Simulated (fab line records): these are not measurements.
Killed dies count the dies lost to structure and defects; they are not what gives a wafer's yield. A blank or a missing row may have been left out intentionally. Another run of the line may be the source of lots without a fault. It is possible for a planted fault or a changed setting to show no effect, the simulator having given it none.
fab line records	flow n5_finfet
[record] lots = 6	wafers = 18	last_day = 17
route steps=1938 shown HKMG_FIN@394 BEOL_M4@1111
lots that met no fault: taken from a fault-free run of the same line
start_h: hours from the record's opening day to when the first of the lot's shown wafers began	wait_h: hours elapsed since this lot's preceding step	" the same as in the row above	L1.1+2: a row that stands for several wafers	- either no value or no given start	* or withheld: withheld	< > ~ a bound
route shown NAME@n: names a module that has steps shown in the file, with the first one's number in the route	usual: the fault-free wafers' mean and standard deviation	same: alike in all rows	chamber/n: place in a boat	sites: per-site readings	_std_site: standard deviation across them	_edge_site: inner sites' mean taken away from outer sites' mean	radius_mm: how far each site lies from the wafer's centre	mask NAME#n: copy n	behind: the last tool/chamber to shape the wafer	hold: what put the lot on hold/how long, in hours/how the hold closed	device: the n, p or np transistor that did not switch	end of line: the tests these same wafers got at the end of their route	a step given without rows: its recipe and nothing more	killed: the dies lost at the first sort to structure and to defects; this is not the yield of the wafer	map: a wafer's dies, marking killed ones x, the rest . and places with no die _
set.NAME: the run value of the setting; set.NAME@STEP: its run value at that earlier step	model.NAME: the simulator's own value behind a step, which no gauge read
lots seen at some steps along the route; tables by step, rows by wafer
services: a tool's chamber out of use, with start hour (start_h, from the record's first day; less than 0 if before it), hours out, and reason
[[steps]]
[step N5_HKMG_FIN_SOFTBAKE_44]
[recipe] temp_c = 110	time_s = 60	resist = CAR-ArF
[step N5_HKMG_FIN_EXPOSE_46]
[recipe] mask_id = NDIPOLE	na = 1.35	source_shape = conventional	sigma_outer = 0.8	polarization = unpolarized	dose_mj = 40
[step N5_HKMG_FIN_PEB_47]
[recipe] peb_temp_c = withheld	peb_time_s = 60	resist = CAR-ArF
[step N5_HKMG_FIN_DEVELOP_48]
[recipe] develop_time_s = 30	developer = TMAH	resist = CAR-ArF	rinse_liquid = diw	dry = air_spin	dev_temp_c = 23
[step N5_HKMG_FIN_CD_MEAS_49]
[recipe] target_cd_nm = 202	landing_energy_ev = 500	detector = se_inlens	polarity = opening
[usual] cd_nm = 201.6/0.74
lot.wafer	tool	chamber	start_h	wait_h	cd_nm
L700.3	cd_sem-02	0	102.35	-	199.4
L700.4	"	0	"	"	200.0
L700.5	"	0	"	"	200.4
L701.1	cd_sem-02	0	106.15	-	202.8
L701.4	"	0	"	"	202.1
L701.5	"	0	"	"	203.0
L702.1	cd_sem-01	0	109.20	-	200.4
L702.4	"	0	"	"	201.3
L702.5	"	0	"	"	201.3
L703.1	cd_sem-03	0	121.13	-	201.8
L703.3	"	0	"	"	202.3
L703.4	"	0	"	"	201.5
L717.1	cd_sem-03	0	196.61	-	200.6
L717.2	"	0	"	"	201.5
L717.3	"	0	"	"	202.2
L718.1	cd_sem-01	0	204.41	-	203.0
L718.2	"	0	"	"	202.5
L718.3	"	0	"	"	201.2
[step N5_HKMG_FIN_OVL_MEAS_50]
[recipe] points_per_wafer = 44
[usual] NDIPOLE_OVL = -0.8/0.88
lot.wafer	tool	chamber	start_h	wait_h	NDIPOLE_OVL[nm]
L700.3	overlay-01	0	102.38	0.0	-0.8
L700.4	"	0	"	"	-1.7
L700.5	"	0	"	"	-1.5
L701.1	overlay-02	0	106.18	0.0	-1.8
L701.4	"	0	"	"	-0.9
L701.5	"	0	"	"	-2.1
L702.1	overlay-01	0	109.23	0.0	-1.0
L702.4	"	0	"	"	-0.6
L702.5	"	0	"	"	-2.0
L703.1	overlay-01	0	121.16	0.0	-1.7
L703.3	"	0	"	"	-1.2
L703.4	"	0	"	"	0.2
L717.1	overlay-02	0	196.65	0.0	-0.6
L717.2	"	0	"	"	-1.2
L717.3	"	0	"	"	-0.5
L718.1	overlay-02	0	204.44	0.0	-0.3
L718.2	"	0	"	"	0.2
L718.3	"	0	"	"	-0.7
[step N5_HKMG_FIN_INSPECT_61]
[recipe] mode = adi	inspect_instrument = macro
[usual] raw_defect_count = 2.2/1.4
lot.wafer	tool	chamber	start_h	wait_h	raw_defect_count
L700.3	defect_inspect-01	-	102.41	0.0	1
L700.4	"	-	"	"	5
L700.5	"	-	"	"	3
L701.1	defect_inspect-01	-	106.20	0.0	1
L701.4	"	-	"	"	1
L701.5	"	-	"	"	4
L702.1	defect_inspect-01	-	109.25	0.0	5
L702.4	"	-	"	"	2
L702.5	"	-	"	"	3
L703.1	defect_inspect-02	-	121.19	0.0	2
L703.3	"	-	"	"	3
L703.4	"	-	"	"	1
L717.1	defect_inspect-01	-	196.67	0.0	1
L717.2	"	-	"	"	0
L717.3	"	-	"	"	1
L718.1	defect_inspect-01	-	204.47	0.0	2
L718.2	"	-	"	"	4
L718.3	"	-	"	"	2
[step N5_HKMG_FIN_DESCUM_53]
[recipe] chemistry = O2	time_s = 7.9	source_power_w = 50	bias_power_w = 20	pressure_mtorr = 20	rf_frequency_hz = 2.712e+07	temp_c = 40	resist = CAR-ArF	o2_flow_sccm = 225
[usual] drypump_motor_current_A = 5.5/0.45	oes_product_au = 0.80/0.1	rf_vpp_V = 243.4/0.99	showerhead_plenum_p_Torr = 2.11/0.056	temp_c = 39.98/0.11	throttle_valve_pct = 20.59/0.15
lot.wafer	tool	chamber	start_h	wait_h	drypump_motor_current_A	oes_product_au	rf_hours_counter_h	rf_vpp_V	showerhead_plenum_p_Torr	temp_c	throttle_valve_pct
L700.3	rie_diel-04	1	102.44	0.0	5.3	0.91	15	243.0	2.03	39.96	20.34
L700.4	"	2	"	"	5.5	1.00	1	242.7	2.09	39.93	20.73
L700.5	"	2	"	"	5.5	0.99	-	241.7	2.09	39.99	20.75
L701.1	rie_diel-04	2	106.59	0.4	5.5	0.96	3	240.9	2.08	39.86	20.74
L701.4	"	1	"	"	5.3	0.91	17	243.0	2.03	39.92	20.35
L701.5	"	0	"	"	4.8	0.87	-	244.8	2.15	40.02	20.46
L702.1	rie_diel-04	2	109.41	0.2	5.5	0.96	4	242.7	2.08	39.85	20.74
L702.4	"	0	"	"	4.8	0.88	48	244.3	2.15	40.14	20.47
L702.5	"	3	"	"	6.2	0.70	-	243.6	2.18	40.09	20.59
L703.1	rie_diel-04	2	121.22	0.0	5.5	0.96	9	242.6	2.08	40.12	20.78
L703.3	"	0	"	"	4.8	0.88	52	243.4	2.15	40.03	20.48
L703.4	"	3	"	"	6.3	0.71	216	244.6	2.17	40.13	20.59
L717.1	rie_diel-04	0	196.73	0.1	4.8	0.83	80	242.8	2.14	40.05	20.52
L717.2	"	3	"	"	6.3	0.70	237	244.5	2.17	40.02	20.65
L717.3	"	2	"	"	5.5	0.91	32	244.1	2.07	39.82	20.79
L718.1	rie_diel-05	3	204.50	0.0	5.8	0.69	189	243.1	2.10	39.99	20.92
L718.2	"	2	"	"	5.3	0.74	124	243.5	2.14	39.98	20.73
L718.3	"	1	"	"	5.3	0.91	24	243.1	2.15	39.71	20.68
[step N5_HKMG_FIN_ETCH_54]
[recipe] chemistry = CF4	target = SiARC	target_depth_a = 455	mask_material = CAR-ArF	time_s = 75.8	ion_energy_ev = 80	pressure_mtorr = 40	source_w = 545	bias_w = 36	Ar_flow_sccm = 100	cf4_flow_sccm = 100	ends = cleared
[usual] drypump_motor_current_A = 5.5/0.45	etch_rf_on_time_s = 75.7/2.4	oes_product_au = 0.69/0.087	rf_fwd_power_W = 539.2/2.6	rf_vpp_V = 184.4/1	showerhead_plenum_p_Torr = 2.15/0.046	throttle_valve_pct = 15.65/0.19
lot.wafer	tool	chamber	start_h	wait_h	drypump_motor_current_A	etch_rf_on_time_s	oes_product_au	rf_fwd_power_W	rf_hours_counter_h	rf_vpp_V	showerhead_plenum_p_Torr	throttle_valve_pct
L700.3	rie_diel-04	1	102.47	0.0	5.3	75.5	0.78	540.4	15	184.5	2.11	15.66
L700.4	"	2	"	"	5.5	74.3	0.85	540.4	1	184.5	2.08	15.46
L700.5	"	2	"	"	5.5	74.6	0.85	539.9	-	185.2	2.08	15.44
L701.1	rie_diel-04	2	106.62	0.0	5.5	73.1	0.84	541.9	3	185.6	2.08	15.45
L701.4	"	1	"	"	5.3	74.4	0.78	538.0	17	183.5	2.11	15.67
L701.5	"	0	"	"	4.8	72.8	0.76	540.3	-	184.7	2.18	15.39
L702.1	rie_diel-04	2	109.44	0.0	5.5	73.2	0.84	542.0	4	183.5	2.08	15.47
L702.4	"	0	"	"	4.8	72.3	0.77	540.4	48	184.8	2.18	15.40
L702.5	"	3	"	"	6.3	75.8	0.61	543.1	-	185.2	2.19	15.64
L703.1	rie_diel-04	2	121.26	0.0	5.5	74.4	0.81	541.6	9	184.8	2.08	15.47
L703.3	"	0	"	"	4.8	73.4	0.75	540.0	52	184.3	2.17	15.40
L703.4	"	3	"	"	6.3	76.3	0.61	543.8	216	185.6	2.19	15.65
L717.1	rie_diel-04	0	196.76	0.0	4.8	73.3	0.72	536.9	80	186.2	2.16	15.47
L717.2	"	3	"	"	6.2	75.6	0.60	539.7	237	185.5	2.18	15.68
L717.3	"	2	"	"	5.5	72.4	0.78	542.6	32	183.3	2.07	15.52
L718.1	rie_diel-05	3	204.54	0.0	5.8	78.2	0.60	541.6	189	184.5	2.14	16.01
L718.2	"	2	"	"	5.3	79.4	0.64	540.7	124	183.1	2.14	15.49
L718.3	"	1	"	"	5.3	74.3	0.78	535.5	24	183.4	2.19	15.61
[step N5_HKMG_FIN_ETCH_55]
[recipe] chemistry = N2/H2	target = SOC	target_depth_a = 2400	temp_c = 40	time_s = 300	ion_energy_ev = 200	mask_material = SiARC	pressure_mtorr = 30	source_w = 840	bias_w = 150	n2_flow_sccm = 200	h2_flow_sccm = 200
[usual] drypump_motor_current_A = 5.5/0.45	oes_product_au = 0.81/0.1	rf_fwd_power_W = 838.1/2.6	rf_vpp_V = 524.2/1.9	showerhead_plenum_p_Torr = 2.56/0.054	temp_c = 40.00/0.11	throttle_valve_pct = 17.95/0.24
lot.wafer	tool	chamber	start_h	wait_h	drypump_motor_current_A	oes_product_au	rf_fwd_power_W	rf_hours_counter_h	rf_vpp_V	showerhead_plenum_p_Torr	temp_c	throttle_valve_pct
L700.3	rie_diel-04	1	102.53	0.0	5.3	0.92	835.5	15	524.5	2.53	40.06	18.12
L700.4	"	2	"	"	5.5	1.00	840.7	1	523.3	2.51	39.96	17.95
L700.5	"	2	"	"	5.5	1.00	835.8	-	523.6	2.51	40.07	17.95
L701.1	rie_diel-04	2	106.68	0.0	5.5	0.97	837.5	3	521.3	2.51	40.02	17.95
L701.4	"	1	"	"	5.3	0.90	835.9	17	522.2	2.52	40.05	18.12
L701.5	"	0	"	"	4.8	0.89	836.3	-	524.5	2.55	39.91	17.38
L702.1	rie_diel-04	2	109.50	0.0	5.5	0.98	838.8	4	522.3	2.51	40.03	17.96
L702.4	"	0	"	"	4.8	0.89	840.7	48	524.8	2.55	39.85	17.38
L702.5	"	3	"	"	6.2	0.72	838.1	-	525.4	2.63	40.11	18.05
L703.1	rie_diel-04	2	121.31	0.0	5.5	0.96	836.7	9	522.2	2.51	39.99	17.95
L703.3	"	0	"	"	4.8	0.88	841.1	52	524.9	2.55	39.67	17.39
L703.4	"	3	"	"	6.3	0.73	838.0	216	526.1	2.63	40.19	18.07
L717.1	rie_diel-04	0	196.82	0.0	4.8	0.84	835.3	80	524.9	2.54	39.89	17.44
L717.2	"	3	"	"	6.3	0.71	837.1	237	526.5	2.62	39.99	18.10
L717.3	"	2	"	"	5.5	0.91	840.0	32	521.9	2.50	39.92	18.01
L718.1	rie_diel-05	3	204.59	0.0	5.8	0.69	838.9	189	523.3	2.51	40.04	18.10
L718.2	"	2	"	"	5.3	0.73	838.2	124	524.3	2.57	39.94	18.06
L718.3	"	1	"	"	5.3	0.91	835.2	24	524.6	2.62	39.89	18.17
[step N5_HKMG_FIN_STRIP_56]
[recipe] chemistry = N2/H2	temp_c = 40	n2_flow_sccm = 200	h2_flow_sccm = 200	rf_frequency_hz = 6e+07
[step N5_HKMG_FIN_STRIP_57]
[recipe] chemistry = CF4	resist = SiARC	power_w = 300	bias_power_w = 75	pressure_mtorr = 50	cf4_flow_sccm = 150	rf_frequency_hz = 6e+07
[usual] drypump_motor_current_A = 5.5/0.45	oes_product_au = 0.80/0.089	power_w = 299.9/0.92	rf_vpp_V = 271.2/1.2	showerhead_plenum_p_Torr = 1.80/0.038	throttle_valve_pct = 13.62/0.22
lot.wafer	tool	chamber	start_h	wait_h	drypump_motor_current_A	oes_product_au	power_w	rf_hours_counter_h	rf_vpp_V	showerhead_plenum_p_Torr	throttle_valve_pct
L700.3	rie_diel-04	1	102.72	0.0	5.3	0.90	301.4	15	270.1	1.76	13.57
L700.4	"	2	"	"	5.5	0.97	299.3	1	271.2	1.74	13.40
L700.5	"	2	"	"	5.5	0.97	298.2	-	270.6	1.74	13.40
L701.1	rie_diel-04	2	106.87	0.0	5.5	0.95	299.0	4	271.1	1.74	13.39
L701.4	"	1	"	"	5.3	0.89	299.3	17	270.3	1.76	13.58
L701.5	"	0	"	"	4.8	0.86	298.3	-	271.3	1.82	13.34
L702.1	rie_diel-04	2	109.69	0.0	5.5	0.95	300.8	4	270.8	1.74	13.42
L702.4	"	0	"	"	4.8	0.87	299.8	48	271.9	1.82	13.35
L702.5	"	3	"	"	6.2	0.72	300.8	-	272.9	1.84	13.64
L703.1	rie_diel-04	2	121.50	0.0	5.5	0.93	300.6	9	270.7	1.74	13.41
L703.3	"	0	"	"	4.8	0.86	299.8	52	271.9	1.82	13.36
L703.4	"	3	"	"	6.3	0.71	300.0	216	273.2	1.83	13.63
L717.1	rie_diel-04	0	197.01	0.0	4.8	0.82	299.8	80	272.5	1.81	13.41
L717.2	"	3	"	"	6.3	0.70	300.2	237	271.5	1.83	13.68
L717.3	"	2	"	"	5.5	0.87	299.1	32	269.7	1.74	13.47
L718.1	rie_diel-05	3	204.78	0.0	5.8	0.71	299.8	189	270.4	1.79	14.02
L718.2	"	2	"	"	5.3	0.75	300.4	124	272.2	1.79	13.47
L718.3	"	1	"	"	5.3	0.90	300.5	24	273.2	1.82	13.51
[step N5_HKMG_FIN_ETCH_58]
[recipe] chemistry = N2/H2	target = SOC	target_depth_a = 2158	ion_energy_ev = 50	bias_w = 13	time_s = 741	pressure_mtorr = 30	source_w = 875	n2_flow_sccm = 200	h2_flow_sccm = 200
[usual] drypump_motor_current_A = 5.5/0.45	oes_product_au = 0.81/0.1	rf_fwd_power_W = 874.0/2.5	rf_vpp_V = 99.1/0.89	showerhead_plenum_p_Torr = 2.56/0.054	throttle_valve_pct = 17.90/0.24
lot.wafer	tool	chamber	start_h	wait_h	drypump_motor_current_A	oes_product_au	rf_fwd_power_W	rf_hours_counter_h	rf_vpp_V	showerhead_plenum_p_Torr	throttle_valve_pct	model.HKMG_FIN.feature_depth_nm	model.SOC_of_HKMG_FIN_COAT_41.thk_nm	model.etch.depth_nm
L700.3	rie_diel-04	1	102.74	0.0	5.3	0.91	876.1	15	99.1	2.52	18.08	219.4	80.4	219.5
L700.4	"	2	"	"	5.5	1.00	875.0	1	100.7	2.51	17.90	223	76.6	223.1
L700.5	"	2	"	"	5.5	1.00	875.1	-	98.9	2.51	17.88	223	77.4	222.9
L701.1	rie_diel-04	2	106.89	0.0	5.5	0.98	876.9	4	100.7	2.51	17.91	221.4	77	221.4
L701.4	"	1	"	"	5.3	0.91	870.6	17	97.9	2.52	18.09	219.4	79.6	219.5
L701.5	"	0	"	"	4.8	0.90	871.5	-	99.2	2.55	17.34	227	71.6	227
L702.1	rie_diel-04	2	109.71	0.0	5.5	0.84	662.7	4	109.3	2.51	17.90	177.4	122.2	177.5
L702.4	"	0	"	"	4.8	0.78	665.1	48	109.7	2.55	17.33	178.8	121.8	178.8
L702.5	"	3	"	"	6.3	0.63	664.7	-	109.3	2.63	18.00	171.6	129	171.6
L703.1	rie_diel-04	2	121.52	0.0	5.5	0.84	662.5	9	108.9	2.51	17.92	176.6	123.4	176.5
L703.3	"	0	"	"	4.8	0.77	665.7	52	110.2	2.55	17.33	176	124.2	176.1
L703.4	"	3	"	"	6.3	0.63	666.1	216	108.8	2.63	18.01	172.8	127.4	172.9
L717.1	rie_diel-04	0	197.03	0.0	4.8	0.85	880.1	80	99.4	2.54	17.40	223.4	76.2	223.4
L717.2	"	3	"	"	6.3	0.72	873.0	237	100.2	2.62	18.06	218	82.2	218
L717.3	"	2	"	"	5.5	0.91	875.4	32	98.7	2.50	17.95	225	74.4	225
L718.1	rie_diel-05	3	204.80	0.0	5.8	0.69	875.9	189	97.7	2.51	18.05	206.6	94	206.5
L718.2	"	0	"	"	6.0	0.69	873.7	193	98.9	2.42	17.82	206.6	93.4	206.7
L718.3	"	1	"	"	5.3	0.90	878.5	24	98.3	2.62	18.13	219.4	81	219.4
[step N5_HKMG_FIN_STRIP_93]
[recipe] chemistry = N2/H2	material = SOC	time_s = 20	power_w = 500	temp_c = 40	pressure_mtorr = 50	rf_frequency_hz = 6e+07	bias_power_w = 8	h2_frac = 0.5	n2_flow_sccm = 300	h2_flow_sccm = 300
[usual] drypump_motor_current_A = 5.5/0.45	oes_product_au = 0.81/0.1	power_w = 500.2/1.4	rf_vpp_V = 54.2/0.86	showerhead_plenum_p_Torr = 3.38/0.069	temp_c = 40.00/0.11	throttle_valve_pct = 19.1/0.47
lot.wafer	tool	chamber	start_h	wait_h	drypump_motor_current_A	oes_product_au	power_w	rf_hours_counter_h	rf_vpp_V	showerhead_plenum_p_Torr	temp_c	throttle_valve_pct	model.SOC_of_HKMG_FIN_COAT_41.thk_nm
L700.3	rie_diel-04	1	103.17	0.2	5.3	0.91	501.7	15	53.5	3.34	39.93	19.3	70.2
L700.4	"	2	"	"	5.5	0.99	498.8	1	54.8	3.32	40.20	19.1	66.2
L700.5	"	2	"	"	5.5	0.99	498.4	-	54.3	3.32	39.94	19.1	67
L701.1	rie_diel-04	2	107.31	0.2	5.5	0.98	499.0	4	54.1	3.32	39.83	19.1	66.4
L701.4	"	1	"	"	5.3	0.91	500.4	18	55.6	3.33	40.01	19.3	69.2
L701.5	"	0	"	"	4.8	0.90	502.0	-	54.6	3.37	40.08	18.2	61
L702.1	rie_diel-04	2	110.14	0.2	5.5	0.97	500.9	4	54.3	3.32	39.95	19.1	111.8
L702.4	"	0	"	"	4.9	0.88	501.6	49	53.6	3.37	40.08	18.2	111.4
L702.5	"	3	"	"	6.3	0.71	500.1	-	53.5	3.47	39.97	19.7	119
L703.1	rie_diel-04	2	121.95	0.2	5.5	0.95	500.6	10	53.2	3.32	39.94	19.1	112.8
L703.3	"	0	"	"	4.8	0.87	499.7	52	52.9	3.37	40.07	18.2	113.6
L703.4	"	3	"	"	6.3	0.72	501.4	216	54.9	3.47	40.13	19.7	117.2
L717.1	rie_diel-04	0	197.45	0.2	4.8	0.83	499.0	81	54.8	3.35	40.08	18.3	66
L717.2	"	3	"	"	6.3	0.70	500.8	238	54.8	3.46	39.86	19.7	72.2
L717.3	"	2	"	"	5.5	0.90	497.7	33	54.9	3.31	39.94	19.2	63.8
L718.1	rie_diel-05	3	205.23	0.2	5.8	0.70	500.5	189	53.8	3.32	39.87	19.1	84
L718.2	"	1	"	"	5.3	0.92	497.8	24	54.8	3.46	39.83	19.6	82.8
L718.3	"	0	"	"	6.0	0.70	499.6	193	53.9	3.21	40.01	18.8	71.2
[step N5_HKMG_FIN_WET_ETCH_76]
[recipe] chemistry = dNH4OH	mix = 1:50	temp_c = 25	target = Al2O3	stop_on = La2O3	target_depth_nm = 2.25	dry = ipa_marangoni	rinse_time_s = 30	rinse_temp_c = 23
[step N5_BEOL_M4_RC_MEAS_101]
[usual] DIBL_N = 36.0/2	DIBL_P = 35.9/2.5	IOFF_N = 0.16/0.038	IOFF_P = 0.21/0.04	ION_N = 675/14	ION_P = 462/9.4	SS_N = 71.5/0.75	SS_P = 73.2/0.74	VT_N = 250/3.9	VT_P = -251/3.2
lot.wafer	tool	chamber	start_h	wait_h	DIBL_N[mV/V]	DIBL_P[mV/V]	IOFF_N[nA/um]	IOFF_P[nA/um]	ION_N[uA/um]	ION_P[uA/um]	SS_N[mV/dec]	SS_P[mV/dec]	VT_N[mV]	VT_P[mV]
L701.1	prober-02	0	192.57	0.0	34.2	34.8	0.14	0.20	679	469	70.7	72.8	251	-247
L701.4	"	0	"	"	37.9	40.0	0.20	0.28	694	474	72.3	73.2	246	-246
L701.5	"	0	"	"	33.7	34.0	0.12	0.18	664	463	70.7	72.5	254	-252
L700.3	prober-01	0	197.43	0.3	39.6	40.5	0.21	0.26	679	463	72.7	73.6	247	-250
L700.4	"	0	"	"	35.5	36.5	0.13	0.19	644	446	70.8	73.6	255	-254
L700.5	"	0	"	"	38.2	37.5	0.19	0.20	671	452	72.4	74.1	249	-255
L702.1	prober-02	0	199.85	0.0	36.3	36.2	0.17	0.21	686	462	71.1	73.6	248	-251
L702.4	"	0	"	"	35.0	35.9	0.14	0.20	672	462	71.0	73.0	252	-249
L702.5	"	0	"	"	36.6	36.7	0.18	0.23	703	480	71.3	73.7	249	-248
L703.1	prober-01	0	205.11	0.0	34.7	34.0	0.14	0.18	673	457	71.0	72.8	251	-253
L703.3	"	0	"	"	35.7	36.6	0.17	0.24	671	457	71.6	72.9	246	-248
L703.4	"	0	"	"	34.7	33.8	0.14	0.19	677	472	71.2	73.2	250	-252
L717.1	prober-01	0	295.73	0.0	38.2	37.8	0.19	0.24	693	472	72.2	73.3	247	-250
L717.2	"	0	"	"	35.3	35.8	0.12	0.22	653	462	70.7	73.6	254	-250
L717.3	"	0	"	"	38.5	37.4	0.18	0.24	668	457	72.6	73.9	251	-250
L718.1	prober-01	0	300.77	0.0	32.7	31.4	0.10	0.14	658	453	71.3	71.8	255	-255
L718.2	"	0	"	"	33.0	31.8	0.11	0.14	659	458	70.3	71.8	255	-257
L718.3	"	0	"	"	37.0	37.5	0.14	0.20	673	463	71.5	73.6	252	-252
[[services]]
tool	chamber	start_h	hours	kind
rie_diel-05	1	114.63	-	clean
rie_diel-05	1	114.63	-	consumable_replace:focus_ring
rie_diel-05	1	114.63	18.1	scheduled_down
rie_diel-05	1	114.63	18.1	vent_cycle
rie_diel-04	3	149.33	7.2	repair
rie_diel-04	2	169.75	12.7	repair
[[key]]
[first_sign] step = N5_HKMG_FIN_ETCH_58	reading = rf_fwd_power_W	direction = down	sigmas = 84	usual = *	struck = *
[effect] step = N5_HKMG_FIN_ETCH_58	reading = rf_vpp_V	direction = up	sigmas = 12	usual = 99.1	struck = 109.3
[model_effect] step = N5_HKMG_FIN_ETCH_58	value = HKMG_FIN.feature_depth_nm	without = 221.7	struck = 175.5
[model_effect] step = N5_HKMG_FIN_STRIP_93	value = SOC_of_HKMG_FIN_COAT_41.thk_nm	without = 68.2	struck = 114.3
met_at N5_HKMG_FIN_ETCH_58
struck_wafers L702.1,L702.4,L702.5,L703.1,L703.3,L703.4
onset_between 106.89 109.71
[fault] kind = process_parameter_drift	tool = rie_diel-04	chamber = -	onset_h = 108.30	steps = N5_HKMG_FIN_ETCH_58	channel = source_w	offset = -210	shape = step	end_h = 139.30	acts_in = these_recipes_only	stated = 875
